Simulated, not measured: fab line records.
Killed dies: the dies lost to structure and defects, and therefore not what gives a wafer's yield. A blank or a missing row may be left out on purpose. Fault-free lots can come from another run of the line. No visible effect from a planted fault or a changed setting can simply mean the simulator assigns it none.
fab line records	flow n5-finfet
[record] lots = 24	wafers = 72	last-day = 18
route steps=1938 shown BEOL_M6@1247 BEOL_M7@1278
lots that met no fault: from a run of the same line without faults
start-h: start of the lot's first displayed wafer, in hours after the record's first day	wait-h: hours since the lot's step before	" identical to the entry in the row above	L1.1+2: one row covering several wafers at once	- no value, or no start was given	* or withheld: withheld	< > ~ a bound
route shown NAME@n: names a module that has steps shown in the file, with the first one's number in the route	usual: mean and standard deviation over wafers with no fault	same: alike in all rows	chamber/n: place in a boat	sites: the reading at each site	_std_site: how widely they spread, as a standard deviation	_edge_site: outer sites' mean less inner sites'	radius-mm: how far each site lies from the wafer's centre	mask NAME#n: copy n	behind: tool/chamber where the wafer was last shaped	hold: the reason the lot was held/the length of the hold in hours/how it ended	device: the transistor (n, p or np) that didn't switch	end of line: tests of these same wafers at the route's end	for a step that has no rows: nothing shown but its recipe	killed: at the first sort, the dies lost to defects and structure; wafer yield is something else	map: the dies of a wafer, with x for killed, . for not killed, _ for no die there
set.NAME: the setting the step ran with; set.NAME@STEP: the setting that earlier step ran with	model.NAME: the simulator's own value behind a step, which no gauge read
one table for each step of the route and one row for each wafer, over a sample of lots
services: from which hour (start-h, from the record's first day; less than 0 if before it) a tool's chamber was out of use, for how many hours, and why
[[steps]]
[step N5_BEOL_M6_CD_MEAS_35]
[recipe] target-cd-nm = 40	target-cd-y-nm = 28	polarity = opening
[usual] cd-nm = 40.2/0.54
lot.wafer	tool	chamber	start-h	wait-h	cd-nm
L074.1	cd-sem-03	-	182.64	0.0	40.9
L074.2	"	-	"	"	40.3
L074.5	"	-	"	"	40.7
L075.1	cd-sem-01	-	191.55	0.0	39.3
L075.2	"	-	"	"	39.8
L075.3	"	-	"	"	40.0
L076.3	cd-sem-03	-	200.24	0.0	40.2
L076.4	"	-	"	"	41.1
L076.6	"	-	"	"	40.6
L077.4	cd-sem-01	-	211.02	0.0	39.4
L077.5	"	-	"	"	39.5
L077.6	"	-	"	"	39.6
L079.2	cd-sem-02	-	221.07	0.0	40.8
L079.4	"	-	"	"	41.6
L079.6	"	-	"	"	41.0
L080.1	cd-sem-02	-	227.21	0.0	41.0
L080.4	"	-	"	"	40.2
L080.5	"	-	"	"	40.6
L078.4	cd-sem-02	-	227.60	0.0	39.4
L078.5	"	-	"	"	40.1
L078.6	"	-	"	"	39.8
L081.3	cd-sem-02	-	231.77	0.0	39.9
L081.5	"	-	"	"	40.3
L081.6	"	-	"	"	40.3
L082.1	cd-sem-01	-	234.42	0.0	40.4
L082.3	"	-	"	"	39.7
L082.5	"	-	"	"	41.0
L085.1	cd-sem-02	-	252.22	0.0	39.9
L085.2	"	-	"	"	40.7
L085.3	"	-	"	"	40.9
L084.1	cd-sem-03	-	256.31	0.0	40.0
L084.3	"	-	"	"	40.6
L084.6	"	-	"	"	40.5
L083.2	cd-sem-03	-	258.35	0.0	39.4
L083.5	"	-	"	"	40.3
L083.6	"	-	"	"	40.9
L087.2	cd-sem-02	-	265.27	0.0	39.9
L087.3	"	-	"	"	40.8
L087.6	"	-	"	"	39.3
L086.3	cd-sem-03	-	267.56	0.0	40.4
L086.4	"	-	"	"	41.0
L086.5	"	-	"	"	40.9
L088.2	cd-sem-01	-	278.75	0.0	39.3
L088.4	"	-	"	"	39.9
L088.6	"	-	"	"	39.6
L090.1	cd-sem-03	-	280.09	0.0	40.0
L090.2	"	-	"	"	40.4
L090.6	"	-	"	"	40.2
L091.1	cd-sem-02	-	289.47	0.0	40.1
L091.4	"	-	"	"	39.7
L091.6	"	-	"	"	39.8
L089.2	cd-sem-02	-	297.39	0.0	39.8
L089.3	"	-	"	"	39.5
L089.6	"	-	"	"	39.4
L092.3	cd-sem-03	-	303.21	0.0	40.7
L092.4	"	-	"	"	39.8
L092.6	"	-	"	"	40.2
L093.1	cd-sem-03	-	307.19	0.0	39.7
L093.3	"	-	"	"	40.6
L093.4	"	-	"	"	39.7
L094.1	cd-sem-01	-	310.49	0.0	40.3
L094.5	"	-	"	"	40.5
L094.6	"	-	"	"	40.5
L095.2	cd-sem-02	-	321.12	0.0	40.0
L095.5	"	-	"	"	39.8
L095.6	"	-	"	"	39.8
L096.1	cd-sem-03	-	326.87	0.0	40.8
L096.2	"	-	"	"	39.9
L096.3	"	-	"	"	40.2
L097.1	cd-sem-03	-	335.99	0.0	39.5
L097.2	"	-	"	"	40.1
L097.4	"	-	"	"	39.7
[step N5_BEOL_M6_SPUTTER_48]
[recipe] material = Cu	target-thk-a = 100	temp-c = -20	bias-v = 60	power-w = 26000	chamber-pressure-pa = 0.13	time-s = 1.667
[usual] bias-v = 59.9/0.59	throttle-valve-pct = 30.3/0.39
lot.wafer	tool	chamber	start-h	wait-h	bias-v	throttle-valve-pct
L074.1	pvd-sputter-03	-	185.00	0.7	58.7	29.9
L074.2	"	-	"	"	60.2	30.3
L074.5	"	-	"	"	60.5	30.2
L075.1	pvd-sputter-02	-	194.62	1.7	60.1	30.4
L075.2	"	-	"	"	60.8	31.2
L075.3	"	-	"	"	58.8	30.9
L076.3	pvd-sputter-03	-	201.73	0.3	60.2	29.6
L076.4	"	-	"	"	59.5	30.0
L076.6	"	-	"	"	59.4	30.1
L077.4	pvd-sputter-01	-	212.89	0.1	60.1	30.8
L077.5	"	-	"	"	59.6	30.2
L077.6	"	-	"	"	59.4	29.5
L079.2	pvd-sputter-02	-	222.85	0.2	60.5	30.8
L079.4	"	-	"	"	59.4	30.7
L079.6	"	-	"	"	59.9	30.3
L080.1	pvd-sputter-03	-	228.75	0.1	60.3	30.6
L080.4	"	-	"	"	59.9	29.9
L080.5	"	-	"	"	59.3	30.1
L078.4	pvd-sputter-03	-	229.00	0.1	60.5	30.3
L078.5	"	-	"	"	60.3	29.9
L078.6	"	-	"	"	60.5	30.3
L081.3	pvd-sputter-03	-	233.94	0.1	60.1	30.3
L081.5	"	-	"	"	58.8	30.0
L081.6	"	-	"	"	60.3	30.7
L082.1	pvd-sputter-01	-	236.75	1.2	59.5	30.3
L082.3	"	-	"	"	59.7	30.7
L082.5	"	-	"	"	59.6	30.1
L085.1	pvd-sputter-02	-	253.62	0.1	60.7	30.7
L085.2	"	-	"	"	59.8	30.7
L085.3	"	-	"	"	60.1	30.3
L084.1	pvd-sputter-03	-	257.78	0.2	59.9	30.6
L084.3	"	-	"	"	60.1	30.0
L084.6	"	-	"	"	60.1	30.1
L083.2	pvd-sputter-03	-	260.26	0.7	60.4	29.8
L083.5	"	-	"	"	58.3	30.4
L083.6	"	-	"	"	60.1	30.1
L087.2	pvd-sputter-03	-	267.26	0.1	59.8	29.6
L087.3	"	-	"	"	59.3	30.3
L087.6	"	-	"	"	59.5	30.2
L086.3	pvd-sputter-02	-	268.76	0.1	59.9	31.0
L086.4	"	-	"	"	59.5	30.3
L086.5	"	-	"	"	59.5	30.4
L088.2	pvd-sputter-01	-	281.65	1.4	60.4	30.3
L088.4	"	-	"	"	60.4	29.6
L088.6	"	-	"	"	60.1	30.7
L090.1	pvd-sputter-03	-	282.39	0.1	58.4	30.2
L090.2	"	-	"	"	60.6	30.6
L090.6	"	-	"	"	59.2	29.9
L091.1	pvd-sputter-02	-	290.80	0.1	59.8	30.5
L091.4	"	-	"	"	61.0	30.9
L091.6	"	-	"	"	59.4	30.8
L089.2	pvd-sputter-03	-	298.66	0.1	59.0	29.8
L089.3	"	-	"	"	60.4	30.3
L089.6	"	-	"	"	59.2	30.6
L092.3	pvd-sputter-02	-	304.34	0.1	60.6	31.0
L092.4	"	-	"	"	60.9	31.1
L092.6	"	-	"	"	59.9	31.1
L093.1	pvd-sputter-03	-	310.55	0.2	61.0	30.2
L093.3	"	-	"	"	60.2	30.2
L093.4	"	-	"	"	60.8	30.6
L094.1	pvd-sputter-02	-	312.20	0.2	61.2	31.0
L094.5	"	-	"	"	60.2	30.5
L094.6	"	-	"	"	59.9	30.7
L095.2	pvd-sputter-03	-	323.79	0.2	59.9	30.1
L095.5	"	-	"	"	60.1	29.9
L095.6	"	-	"	"	60.1	29.8
L096.1	pvd-sputter-03	-	328.79	0.5	59.8	30.0
L096.2	"	-	"	"	60.5	30.1
L096.3	"	-	"	"	60.2	30.0
L097.1	pvd-sputter-01	-	337.35	0.2	59.5	30.1
L097.2	"	-	"	"	60.2	29.8
L097.4	"	-	"	"	60.7	30.7
[step N5_BEOL_M6_CMP_52]
[recipe] stop-on = SiCOH_lowk	t-overpolish-s = 6.9	down-force-psi = 1	platen-rpm = 50	clearing-platen-down-force-psi = 1.5	clearing-platen-rpm = 50	post-cmp-clean = cu-alkaline	target-thk-nm = 80	clearing-platen-pad-velocity-m-s = 0.99484	pad-velocity-m-s = 0.99484
[usual] barrier-field-endpoint-s = 29.3/0.62	clearing-platen-down-force-psi = 1.5001/0.0028	head-pressure-psi = 1.0001/0.0021	motor-current-A = 5.9/0.64	overpolish-run-s = 6.900/0.01	time-to-endpoint-s = 63.3/2.4
[same] t-overpolish-s = 6.9
lot.wafer	tool	chamber	start-h	wait-h	barrier-field-endpoint-s	clearing-platen-down-force-psi	head-pressure-psi	motor-current-A	overpolish-run-s	time-to-endpoint-s
L074.1	cmp-04	3	185.55	0.3	30.0	1.5011	1.0009	5.3	6.894	69.7
L074.2	"	1	"	"	29.7	1.5011	1.0011	6.4	6.894	67.7
L074.5	"	2	"	"	29.8	1.4997	0.9999	5.9	6.903	62.0
L075.1	cmp-01	1	195.16	0.3	28.3	1.5002	0.9988	5.3	6.889	59.8
L075.2	"	2	"	"	28.4	1.5011	0.9972	5.5	6.889	60.4
L075.3	"	3	"	"	29.3	1.5026	0.9997	5.2	6.889	64.3
L076.3	cmp-01	1	202.69	0.2	27.8	1.4989	0.9993	5.4	6.899	61.0
L076.4	"	0	"	"	28.5	1.5016	0.9983	6.3	6.906	63.3
L076.6	"	1	"	"	29.1	1.4989	0.9999	5.4	6.907	66.8
L077.4	cmp-03	2	213.39	0.1	30.1	1.5041	1.0011	6.8	6.917	66.5
L077.6	"	2	"	"	29.6	1.5015	1.0005	6.9	6.912	68.5
L077.5	"	3	"	"	29.3	1.5062	0.9972	7.8	6.905	64.6
L079.4	cmp-03	1	223.72	0.2	30.1	1.4970	0.9984	5.2	6.893	63.0
L079.2	"	3	"	"	29.7	1.4990	1.0012	7.3	6.910	65.2
L079.6	"	1	"	"	29.8	1.4994	0.9994	4.9	6.883	63.4
L080.4	cmp-04	0	229.68	0.1	28.9	1.5055	0.9973	5.9	6.913	61.3
L080.1	"	3	"	"	29.5	1.4964	1.0017	5.4	6.907	64.2
L080.5	"	1	"	"	29.1	1.4999	1.0021	6.4	6.887	60.7
L078.4	cmp-04	3	230.16	0.2	29.5	1.4972	0.9991	5.4	6.908	65.3
L078.5	"	2	"	"	28.7	1.4971	0.9994	5.9	6.886	58.8
L078.6	"	3	"	"	29.6	1.4942	1.0008	5.4	6.909	63.2
L081.3	cmp-04	2	234.89	0.3	28.6	1.4979	0.9994	5.8	6.889	60.6
L081.6	"	0	"	"	29.4	1.4958	1.0059	5.9	6.891	60.4
L081.5	"	1	"	"	30.5	1.5006	1.0015	6.2	6.899	66.2
L082.1	cmp-01	2	237.26	0.3	28.9	1.5026	1.0015	5.3	6.891	65.6
L082.3	"	0	"	"	28.7	1.4976	1.0018	6.4	6.898	62.5
L082.5	"	2	"	"	29.4	1.5017	1.0009	5.6	6.904	62.8
L085.2	cmp-03	1	254.55	0.2	29.7	1.5022	0.9980	5.0	6.878	66.1
L085.3	"	3	"	"	28.8	1.5012	1.0000	7.8	6.904	64.7
L085.1	"	0	"	"	29.9	1.5008	0.9978	6.5	6.897	64.8
L084.1	cmp-01	3	258.61	0.3	29.9	1.5010	1.0020	5.3	6.908	62.8
L084.3	"	1	"	"	29.0	1.5045	1.0002	5.3	6.897	59.9
L084.6	"	3	"	"	29.1	1.4984	0.9976	5.3	6.888	61.7
L083.2	cmp-01	3	260.84	0.3	29.5	1.4997	1.0017	5.4	6.914	67.2
L083.6	"	1	"	"	30.4	1.5022	1.0012	5.2	6.904	66.3
L083.5	"	2	"	"	28.7	1.4974	1.0024	5.6	6.908	60.4
L087.2	cmp-04	3	267.77	0.2	30.1	1.5009	0.9989	5.6	6.897	67.4
L087.3	"	1	"	"	29.5	1.5017	0.9977	6.7	6.904	65.8
L087.6	"	0	"	"	29.3	1.4965	0.9989	5.9	6.917	63.1
L086.4	cmp-04	1	269.50	0.2	29.5	1.5027	0.9991	6.2	6.900	63.5
L086.3	"	3	"	"	29.0	1.5030	1.0000	5.4	6.901	65.4
L086.5	"	0	"	"	28.9	1.5013	0.9977	6.0	6.914	62.4
L088.2	cmp-01	3	282.16	0.2	28.4	1.4952	1.0022	5.6	6.914	62.1
L088.4	"	2	"	"	28.8	1.4947	1.0012	5.6	6.910	56.8
L088.6	"	3	"	"	28.9	1.5030	0.9991	5.2	6.908	60.1
L090.1	cmp-04	1	282.91	0.3	29.8	1.5044	0.9978	6.2	6.905	62.1
L090.2	"	0	"	"	28.7	1.5008	1.0018	5.8	6.915	61.8
L090.6	"	2	"	"	28.2	1.4976	0.9977	5.9	6.899	58.5
L091.1	cmp-01	0	292.10	0.3	28.9	1.4980	0.9980	5.8	6.886	59.7
L091.4	"	3	"	"	29.3	1.4980	0.9996	5.3	6.903	62.6
L091.6	"	0	"	"	29.1	1.4997	0.9998	5.9	6.903	61.1
L089.3	cmp-04	0	299.76	0.3	29.0	1.4960	0.9971	6.1	6.905	62.5
L089.2	"	1	"	"	28.8	1.5028	1.0038	6.3	6.895	65.0
L089.6	"	0	"	"	29.2	1.5047	0.9965	6.1	6.894	63.7
L092.4	cmp-03	2	305.35	0.1	29.4	1.4982	1.0007	7.1	6.910	65.6
L092.3	"	0	"	"	28.4	1.5009	0.9990	6.2	6.903	62.4
L092.6	"	2	"	"	29.1	1.4993	1.0006	6.9	6.904	65.8
L093.4	cmp-01	0	311.06	0.1	29.0	1.5007	0.9967	6.1	6.893	63.8
L093.3	"	1	"	"	29.0	1.4963	1.0020	5.3	6.895	65.8
L093.1	"	3	"	"	29.2	1.5016	0.9997	5.5	6.901	62.3
L094.1	cmp-01	3	314.15	0.3	29.1	1.4999	0.9987	5.4	6.876	64.9
L094.5	"	1	"	"	29.5	1.4994	1.0037	5.1	6.902	63.4
L094.6	"	2	"	"	29.0	1.4956	0.9982	5.5	6.915	64.3
L095.2	cmp-01	2	324.30	0.2	28.8	1.4999	1.0013	5.3	6.885	59.0
L095.6	"	2	"	"	29.9	1.5014	1.0027	5.6	6.902	63.3
L095.5	"	3	"	"	30.3	1.4956	0.9987	5.0	6.913	63.4
L096.3	cmp-01	2	329.36	0.2	29.5	1.5003	1.0023	5.5	6.910	61.0
L096.2	"	0	"	"	29.2	1.4997	0.9995	6.3	6.891	61.4
L096.1	"	1	"	"	29.6	1.5013	1.0008	5.2	6.900	63.0
L097.1	cmp-03	0	337.92	0.3	29.8	1.5059	1.0032	6.4	6.915	63.6
L097.4	"	2	"	"	29.9	1.5023	0.9955	7.0	6.898	68.5
L097.2	"	3	"	"	29.7	1.5026	1.0020	7.7	6.903	63.9
[step N5_BEOL_M6_THK_MEAS_53]
[recipe] thk-meas-gauge = xrf	reads = Cu_of_BEOL_M6_ECD_50
[usual] M6_THK = 79.4/1.9
lot.wafer	tool	chamber	start-h	wait-h	M6_THK[nm]
L074.1	film-metro-01	-	185.80	-	79.8
L074.2	"	-	"	"	78.3
L074.5	"	-	"	"	81.5
L075.1	film-metro-01	-	195.42	-	80.0
L075.2	"	-	"	"	81.9
L075.3	"	-	"	"	80.2
L076.3	film-metro-02	-	202.98	-	78.5
L076.4	"	-	"	"	78.5
L076.6	"	-	"	"	77.4
L077.4	film-metro-02	-	213.69	-	80.5
L077.5	"	-	"	"	77.0
L077.6	"	-	"	"	76.4
L079.2	film-metro-01	-	223.98	-	76.8
L079.4	"	-	"	"	81.0
L079.6	"	-	"	"	81.6
L080.1	film-metro-01	-	229.97	-	81.2
L080.4	"	-	"	"	75.7
L080.5	"	-	"	"	79.0
L078.4	film-metro-02	-	230.42	-	77.5
L078.5	"	-	"	"	81.3
L078.6	"	-	"	"	79.2
L081.3	film-metro-02	-	235.11	-	78.1
L081.5	"	-	"	"	80.4
L081.6	"	-	"	"	76.8
L082.1	film-metro-02	-	237.55	-	78.7
L082.3	"	-	"	"	79.2
L082.5	"	-	"	"	81.4
L085.1	film-metro-01	-	254.85	-	80.4
L085.2	"	-	"	"	79.5
L085.3	"	-	"	"	81.9
L084.1	film-metro-01	-	258.87	-	77.9
L084.3	"	-	"	"	78.7
L084.6	"	-	"	"	77.9
L083.2	film-metro-02	-	261.06	-	74.9
L083.5	"	-	"	"	80.6
L083.6	"	-	"	"	75.8
L087.2	film-metro-01	-	268.06	-	81.3
L087.3	"	-	"	"	77.1
L087.6	"	-	"	"	80.5
L086.3	film-metro-01	-	269.75	-	81.5
L086.4	"	-	"	"	78.4
L086.5	"	-	"	"	78.0
L088.2	film-metro-02	-	282.46	-	79.4
L088.4	"	-	"	"	76.5
L088.6	"	-	"	"	80.5
L090.1	film-metro-02	-	283.20	-	78.9
L090.2	"	-	"	"	77.0
L090.6	"	-	"	"	75.5
L091.1	film-metro-01	-	292.39	-	81.0
L091.4	"	-	"	"	78.3
L091.6	"	-	"	"	78.2
L089.2	film-metro-01	-	300.06	-	81.4
L089.3	"	-	"	"	80.1
L089.6	"	-	"	"	81.2
L092.3	film-metro-02	-	305.65	-	80.9
L092.4	"	-	"	"	79.5
L092.6	"	-	"	"	82.8
L093.1	film-metro-01	-	311.35	-	82.3
L093.3	"	-	"	"	82.5
L093.4	"	-	"	"	80.0
L094.1	film-metro-02	-	314.36	-	80.0
L094.5	"	-	"	"	80.6
L094.6	"	-	"	"	81.1
L095.2	film-metro-02	-	324.60	-	80.4
L095.5	"	-	"	"	80.6
L095.6	"	-	"	"	78.0
L096.1	film-metro-01	-	329.66	-	78.3
L096.2	"	-	"	"	78.9
L096.3	"	-	"	"	80.6
L097.1	film-metro-02	-	338.21	-	80.3
L097.2	"	-	"	"	83.0
L097.4	"	-	"	"	82.6
[step N5_BEOL_M7_INSPECT_13]
[recipe] mode = adi	inspect-instrument = brightfield
[usual] raw-defect-count = 413/88
lot.wafer	tool	chamber	start-h	wait-h	raw-defect-count
L074.1	defect-inspect-01	-	187.43	0.0	305
L074.2	"	-	"	"	302
L074.5	"	-	"	"	406
L075.1	defect-inspect-01	-	197.18	0.0	433
L075.2	"	-	"	"	494
L075.3	"	-	"	"	423
L076.3	defect-inspect-02	-	205.11	0.0	408
L076.4	"	-	"	"	315
L076.6	"	-	"	"	477
L077.4	defect-inspect-01	-	216.36	0.0	651
L077.5	"	-	"	"	642
L077.6	"	-	"	"	663
L079.2	defect-inspect-01	-	227.98	0.0	487
L079.4	"	-	"	"	367
L079.6	"	-	"	"	492
L080.1	defect-inspect-01	-	233.33	0.0	445
L080.4	"	-	"	"	356
L080.5	"	-	"	"	437
L078.4	defect-inspect-02	-	233.58	0.0	471
L078.5	"	-	"	"	455
L078.6	"	-	"	"	481
L081.3	defect-inspect-01	-	237.48	0.0	350
L081.5	"	-	"	"	415
L081.6	"	-	"	"	333
L082.1	defect-inspect-02	-	241.00	0.0	515
L082.3	"	-	"	"	529
L082.5	"	-	"	"	542
L085.1	defect-inspect-01	-	257.05	0.0	411
L085.2	"	-	"	"	402
L085.3	"	-	"	"	398
L084.1	defect-inspect-02	-	262.06	0.0	388
L084.3	"	-	"	"	316
L084.6	"	-	"	"	397
L083.2	defect-inspect-02	-	263.18	0.0	461
L083.5	"	-	"	"	390
L083.6	"	-	"	"	451
L087.2	defect-inspect-02	-	269.54	0.0	398
L087.3	"	-	"	"	425
L087.6	"	-	"	"	396
L086.3	defect-inspect-02	-	272.38	0.0	441
L086.4	"	-	"	"	458
L086.5	"	-	"	"	350
L088.2	defect-inspect-02	-	285.50	0.0	291
L088.4	"	-	"	"	342
L088.6	"	-	"	"	274
L090.1	defect-inspect-02	-	285.65	0.0	412
L090.2	"	-	"	"	488
L090.6	"	-	"	"	432
L091.1	defect-inspect-01	-	294.38	0.0	464
L091.4	"	-	"	"	309
L091.6	"	-	"	"	308
L089.2	defect-inspect-01	-	303.81	0.0	343
L089.3	"	-	"	"	369
L089.6	"	-	"	"	675
L092.3	defect-inspect-02	-	307.15	0.0	365
L092.4	"	-	"	"	378
L092.6	"	-	"	"	475
L093.1	defect-inspect-01	-	312.99	0.0	294
L093.3	"	-	"	"	343
L093.4	"	-	"	"	357
L094.1	defect-inspect-01	-	316.12	0.0	438
L094.5	"	-	"	"	423
L094.6	"	-	"	"	421
L095.2	defect-inspect-02	-	327.34	0.0	253
L095.5	"	-	"	"	322
L095.6	"	-	"	"	310
L096.1	defect-inspect-02	-	332.64	0.0	307
L096.2	"	-	"	"	247
L096.3	"	-	"	"	382
L097.1	defect-inspect-02	-	341.29	0.0	594
L097.2	"	-	"	"	603
L097.4	"	-	"	"	411
[step N5_BEOL_M7_DESCUM_16]
[recipe] chemistry = O2	time-s = 7.9	source-power-w = 50	bias-power-w = 20	pressure-mtorr = 20	rf-frequency-hz = 2.712e+07	temp-c = 40	resist = CAR-ArF	o2-flow-sccm = 225
[usual] drypump-motor-current-A = 5.8/0.35	oes-product-au = 0.80/0.084	rf-vpp-V = 243.2/1.1	showerhead-plenum-p-Torr = 2.10/0.053	temp-c = 39.99/0.12	throttle-valve-pct = 20.4/0.31
lot.wafer	tool	chamber	start-h	wait-h	drypump-motor-current-A	oes-product-au	rf-hours-counter-h	rf-vpp-V	showerhead-plenum-p-Torr	temp-c	throttle-valve-pct
L074.1	rie-diel-06	1	187.47	0.0	5.9	0.70	222	243.2	2.07	40.13	21.0
L074.2	"	0	"	"	5.7	0.69	232	243.6	2.16	40.11	20.5
L074.5	"	0	"	"	5.7	0.68	-	244.2	2.16	40.10	20.5
L075.1	rie-diel-06	1	197.22	0.0	5.9	0.69	224	244.1	2.07	39.92	21.0
L075.2	"	0	"	"	5.8	0.68	234	244.8	2.16	40.13	20.5
L075.3	"	3	"	"	5.8	0.90	13	244.5	2.14	40.10	20.0
L076.3	rie-diel-03	1	206.44	1.3	6.1	0.74	175	243.4	2.17	39.89	20.8
L076.4	"	3	"	"	6.3	0.75	163	244.8	2.18	39.95	20.4
L076.6	"	2	"	"	6.3	0.91	-	242.2	2.06	40.11	20.2
L077.4	rie-diel-03	3	216.63	0.3	6.3	0.75	166	244.7	2.18	40.11	20.4
L077.5	"	2	"	"	6.3	0.92	-	242.7	2.06	40.02	20.2
L077.6	"	3	"	"	6.3	0.75	-	244.9	2.18	40.04	20.4
L079.2	rie-diel-06	1	228.07	0.1	5.9	0.70	232	242.2	2.07	40.01	21.0
L079.4	"	0	"	"	5.7	0.68	242	243.6	2.16	40.06	20.5
L079.6	"	2	"	"	5.2	0.82	-	242.7	2.11	39.94	20.7
L080.1	rie-diel-03	2	234.02	0.7	6.3	0.90	32	243.5	2.05	40.00	20.2
L080.4	"	0	"	"	5.6	0.87	63	240.5	2.03	40.03	19.8
L080.5	"	3	"	"	6.4	0.74	-	243.9	2.18	40.01	20.4
L078.4	rie-diel-03	3	234.27	0.7	6.3	0.75	171	243.5	2.18	40.11	20.4
L078.5	"	1	"	"	6.1	0.74	-	243.9	2.17	39.71	20.8
L078.6	"	2	"	"	6.3	0.91	-	242.4	2.05	39.78	20.3
L081.3	rie-diel-03	0	237.51	0.0	5.7	0.87	65	242.0	2.03	40.03	19.9
L081.5	"	0	"	"	5.7	0.86	-	242.3	2.03	39.97	19.9
L081.6	"	1	"	"	6.1	0.73	-	243.3	2.17	40.11	20.9
L082.1	rie-diel-04	2	241.04	0.0	5.6	0.78	122	240.9	2.01	40.14	20.4
L082.3	"	1	"	"	5.6	0.66	239	244.2	2.15	39.96	20.5
L082.5	"	3	"	"	5.5	0.78	-	243.4	2.10	39.90	20.4
L085.1	rie-diel-06	3	257.19	0.1	5.8	0.87	31	243.4	2.13	40.11	20.0
L085.2	"	2	"	"	5.2	0.80	101	243.7	2.11	39.86	20.7
L085.3	"	1	"	"	5.9	0.69	239	243.3	2.07	40.17	21.0
L084.1	rie-diel-04	0	262.28	0.2	6.3	0.89	24	242.8	2.05	39.93	20.6
L084.3	"	3	"	"	5.5	0.76	136	244.1	2.10	39.80	20.4
L084.6	"	2	"	"	5.7	0.78	-	240.4	2.01	39.82	20.4
L083.2	rie-diel-04	1	263.21	0.0	5.5	0.66	245	243.8	2.15	40.16	20.5
L083.5	"	1	"	"	5.5	0.66	-	243.5	2.15	40.05	20.5
L083.6	"	0	"	"	6.3	0.90	-	242.7	2.05	39.91	20.6
L087.2	rie-diel-04	1	269.57	0.0	5.6	0.65	248	243.7	2.15	39.90	20.5
L087.3	"	0	"	"	6.3	0.90	25	242.7	2.05	39.83	20.6
L087.6	"	2	"	"	5.6	0.78	-	242.4	2.01	40.09	20.4
L086.3	rie-diel-04	1	272.41	0.0	5.6	0.66	248	244.3	2.15	40.20	20.5
L086.4	"	3	"	"	5.4	0.77	-	243.1	2.09	40.17	20.4
L086.5	"	2	"	"	5.6	0.78	-	242.9	2.01	40.00	20.4
L088.2	rie-diel-03	3	285.54	0.0	6.4	0.74	187	246.0	2.17	39.74	20.4
L088.4	"	1	"	"	6.1	0.72	200	244.3	2.17	40.01	20.9
L088.6	"	3	"	"	6.3	0.73	-	244.1	2.17	39.70	20.4
L090.1	rie-diel-06	1	285.68	0.0	5.9	0.68	250	242.6	2.06	40.13	21.0
L090.2	"	0	"	"	5.7	0.94	6	243.2	2.15	39.81	20.2
L090.6	"	1	"	"	5.9	0.67	-	242.4	2.06	40.11	21.0
L091.1	rie-diel-06	2	294.42	0.0	5.2	0.80	114	243.7	2.10	39.93	20.7
L091.4	"	2	"	"	5.2	0.80	-	242.5	2.10	39.98	20.7
L091.6	"	0	"	"	5.7	0.93	-	242.7	2.15	40.09	20.2
L089.2	rie-diel-06	2	304.41	0.6	5.2	0.79	119	242.8	2.10	40.07	20.7
L089.3	"	0	"	"	5.7	0.90	16	243.4	2.15	40.08	20.2
L089.6	"	3	"	"	5.8	0.86	-	242.3	2.13	40.13	20.0
L092.3	rie-diel-03	1	307.20	0.0	6.1	0.71	207	242.8	2.16	39.98	20.9
L092.4	"	3	"	"	6.3	0.72	193	244.4	2.17	40.03	20.4
L092.6	"	0	"	"	5.6	0.84	-	241.7	2.02	39.89	19.9
L093.1	rie-diel-03	1	313.02	0.0	6.1	0.71	209	243.9	2.16	40.01	20.9
L093.3	"	0	"	"	5.6	0.84	86	242.5	2.02	39.98	19.9
L093.4	"	3	"	"	6.3	0.74	195	244.0	2.17	39.96	20.4
L094.1	rie-diel-06	2	316.19	0.1	5.2	0.78	124	242.8	2.10	40.07	20.7
L094.5	"	2	"	"	5.2	0.78	-	243.8	2.10	40.19	20.7
L094.6	"	3	"	"	5.8	0.85	-	243.8	2.12	40.01	20.0
L095.2	rie-diel-04	3	327.38	0.0	5.5	0.75	159	244.2	2.09	40.09	20.4
L095.5	"	2	"	"	5.6	0.76	-	242.2	2.00	40.10	20.5
L095.6	"	0	"	"	6.3	0.87	-	242.2	2.04	39.91	20.6
L096.1	rie-diel-06	1	332.68	0.0	5.9	0.97	6	242.9	2.06	39.86	20.7
L096.2	"	2	"	"	5.2	0.78	129	242.7	2.10	39.98	20.7
L096.3	"	3	"	"	5.8	0.84	53	243.4	2.12	39.95	20.0
L097.1	rie-diel-06	0	341.33	0.0	5.8	0.87	29	244.2	2.14	40.05	20.2
L097.2	"	2	"	"	5.2	0.77	132	243.7	2.10	39.89	20.7
L097.4	"	1	"	"	5.9	0.96	9	243.3	2.06	40.12	20.7
[[services]]
tool	chamber	start-h	hours	kind
rie-diel-04	-	163.06	1.1	repair
cmp-01	-	174.98	4.3	repair
cmp-01	-	191.12	1.8	repair
rie-diel-04	3	206.29	13.1	repair
cmp-01	-	227.10	0.9	repair
cmp-04	-	232.63	0.3	repair
cmp-04	-	246.71	8.5	pm
cmp-01	-	254.51	4.0	pm
rie-diel-06	0	255.87	-	clean
rie-diel-06	0	255.87	-	consumable-replace:focus-ring
rie-diel-06	0	255.87	11.8	scheduled-down
cmp-01	-	258.51	-	consumable-replace:conditioner
cmp-01	-	258.51	-	consumable-replace:pad
rie-diel-03	0	268.67	3.8	repair
cmp-03	-	269.07	4.0	pm
rie-diel-04	0	271.49	3.0	repair
rie-diel-04	0	283.51	6.1	repair
cmp-03	-	290.07	0.6	repair
rie-diel-04	2	291.59	9.0	repair
cmp-01	-	294.07	9.1	pm
rie-diel-04	1	299.71	3.5	repair
rie-diel-04	3	313.50	3.9	repair
pvd-sputter-03	-	316.18	2.9	repair
rie-diel-04	2	319.23	6.4	repair
[[key]]
fault none
